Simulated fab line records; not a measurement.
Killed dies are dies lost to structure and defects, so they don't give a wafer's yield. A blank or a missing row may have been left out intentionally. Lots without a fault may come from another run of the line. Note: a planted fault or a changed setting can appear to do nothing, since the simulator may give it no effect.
Which tool did it? || flow nand harc || 7 lots with 21 wafers sampled at 2 steps, on a route of 1302 steps

== WHAT EACH GAUGE READ, for each wafer ==
NHARC_THIN_TSV_CD_MEAS_12: the cd target is 1000 nm.
{"lot": "L254", "measured": "day 24 14:08", "on": "cd sem-03", "cd nm (nm)": "1001.3 996.2 1002.8"}
{"lot": "L265", "measured": "day 28 14:25", "on": "cd sem-03", "cd nm (nm)": "998.5 999.6"}
{"lot": "L267", "measured": "day 29 16:53", "on": "cd sem-03", "cd nm (nm)": "999.0 1002.5 996.0"}
{"lot": "L268", "measured": "day 30 07:16", "on": "cd sem-02", "cd nm (nm)": "998.6 998.6 1000.5"}
{"lot": "L270", "measured": "day 31 14:53", "on": "cd sem-01", "cd nm (nm)": "1003.4 998.0 1001.2"}
{"lot": "L273", "measured": "day 32 13:39", "on": "cd sem-01", "cd nm (nm)": "1003.0 999.6 996.3"}
{"lot": "L275", "measured": "day 33 04:15", "on": "cd sem-02", "cd nm (nm)": "996.0 998.9 998.6"}

== WHICH TOOL RAN EACH LOT (tool, then ch and the chambers of the sampled wafers, then the start) ==
{"lot": "L254", "NHARC_A_SLIT_DEP_23": "pecvd-04 ch 0,2, day 20 16:11"}
{"lot": "L265", "NHARC_A_SLIT_DEP_23": "pecvd-04 ch 0,2, day 24 13:30"}
{"lot": "L267", "NHARC_A_SLIT_DEP_23": "pecvd-01 ch 0,1,2, day 25 12:05"}
{"lot": "L268", "NHARC_A_SLIT_DEP_23": "pecvd-03 ch 0,1,2, day 26 11:23"}
{"lot": "L270", "NHARC_A_SLIT_DEP_23": "pecvd-03 ch 1,2, day 27 12:01"}
{"lot": "L273", "NHARC_A_SLIT_DEP_23": "pecvd-01 ch 1,2, day 28 11:11"}
{"lot": "L275", "NHARC_A_SLIT_DEP_23": "pecvd-01 ch 0,1,2, day 29 00:13"}
- NHARC_A_SLIT_DEP_23: deposits SiON, target thk 100 nm.

== THE ANSWER, worked out from the rows above alone ==
Rule: the lots themselves supply what counts as usual. Put in order of their means at a reading, lots are off if they are a third of the lots or fewer, leave a main group of 4 or more, and stand apart from it by a gap of 3 or more times the standard deviation of the main group's means; of several such gaps the widest counts. If all means in a main group match to the digits the tables above print for the reading, that group is not used. Also off: a lot with no number at a reading for which 4 or more lots have one. Any other lot the step has rows for is counted as sound.
No lot is off on any of the readings shown, so nothing can be concluded from this.

== WHAT WAS PUT IN BY THE SIMULATOR ==
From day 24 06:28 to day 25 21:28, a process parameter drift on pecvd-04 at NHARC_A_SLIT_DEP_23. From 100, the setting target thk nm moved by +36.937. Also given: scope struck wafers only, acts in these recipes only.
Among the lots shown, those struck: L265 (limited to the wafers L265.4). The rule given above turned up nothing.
